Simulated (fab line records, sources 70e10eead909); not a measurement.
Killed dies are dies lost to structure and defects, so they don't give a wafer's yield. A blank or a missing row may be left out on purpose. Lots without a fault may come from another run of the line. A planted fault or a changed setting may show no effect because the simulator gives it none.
One fault seen from 3 desks | flow nand_harc | each desk has only its own numbers; what lay behind them comes last

THE DEFECT DESK
What the inspections along the route counted, lot by lot: means of the sampled wafers that have a number. A lot is out of limits, marked OUT, if its mean lies more than 4 standard deviations from the usual mean; the brackets give that distance.
Columns: A = raw_defect_count at NHARC_A_SOURCE_PLATE_INSPECT_08, usual 62
lot  | first seen here | A
L549 | day 7 22:08     | 82
L550 | day 7 22:08     | 46
L551 | day 8 08:17     | 50
L553 | day 9 13:52     | 51
L554 | day 9 23:23     | 44
L555 | day 10 08:14    | 51
L562 | day 13 21:34    | 46
L563 | day 13 21:34    | 30
L565 | day 14 15:01    | 68
L566 | day 14 21:36    | 97
L567 | day 15 08:04    | 69
L568 | day 15 21:58    | 48
L569 | day 15 21:59    | 46
L570 | day 16 10:10    | 85
L571 | day 17 04:58    | 76
This desk's finding: nothing out of limits on any of the 15 lots.

THE TOOL OWNER'S DESK: pecvd_onon-01
The tool's own readings at NHARC_A_ONON_D1_DEP_00 (target thk 1000 nm): means of the sampled wafers that have a number, for each lot that ran on this tool. A lot is out of limits, marked OUT, if its mean lies more than 4 standard deviations from the usual mean; the brackets give that distance.
Columns: A = sih4_flow_sccm at NHARC_A_ONON_D1_DEP_00, usual 210.0 sccm
lot  | first seen here | A
L551 | day 8 08:22     | 210.2
L553 | day 9 14:00     | 210.0
L554 | day 9 23:27     | 210.2
L555 | day 10 08:25    | 210.1
L563 | day 13 21:41    | 209.3
L565 | day 14 15:08    | 210.7
L566 | day 14 21:43    | 210.2
L567 | day 15 08:08    | 209.6
L568 | day 15 22:02    | 209.9
L570 | day 16 10:14    | 210.3
L571 | day 17 05:05    | 210.7
This desk's finding: nothing out of limits on any of the 11 lots.

THE METROLOGY DESK
What the gauges read, lot by lot, whatever tool the lot ran on: means of the sampled wafers that have a number. A lot is out of limits, marked OUT, if its mean lies more than 4 standard deviations from the usual mean; the brackets give that distance.
Columns: A = thk_nm at NHARC_A_ONON_D1_THK_MEAS_02, usual 998 nm
lot  | first seen here | A
L549 | day 7 22:43     | 1008
L550 | day 7 22:43     | 1000
L551 | day 8 08:52     | 995
L553 | day 9 14:27     | 954
L554 | day 9 23:58     | 940 (-4.5) OUT
L555 | day 10 08:49    | 958
L563 | day 13 22:08    | 991
L562 | day 13 22:09    | 975
L565 | day 14 15:35    | 1000
L566 | day 14 22:10    | 998
L567 | day 15 08:39    | 972
L568 | day 15 22:32    | 1005
L569 | day 15 22:34    | 998
L570 | day 16 10:45    | 996
L571 | day 17 05:33    | 1005
This desk's finding: out of limits on L554; first on L554, day 9 23:58 (thk_nm at NHARC_A_ONON_D1_THK_MEAS_02). In limits: L549, L550, L551, L553, L555, L563, L562, L565, L566, L567, L568, L569, L570, L571.

PUT TOGETHER
The metrology desk could have raised an alarm at day 9 23:58, on L554.
The defect desk saw nothing out of limits.
The tool owner's desk saw nothing out of limits.
The defect desk has L554 on record, within its limits.
The tool owner's desk has L554 on record, within its limits.
Of the lots named, all ran NHARC_A_ONON_D1_DEP_00 on pecvd_onon-01.

WHAT THE SIMULATOR HAD PUT IN
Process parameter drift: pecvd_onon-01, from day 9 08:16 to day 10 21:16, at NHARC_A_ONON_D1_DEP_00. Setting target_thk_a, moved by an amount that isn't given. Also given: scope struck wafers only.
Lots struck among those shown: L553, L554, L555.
Hours from the fault's start to each desk's first reading out of limits: the metrology desk, 16.
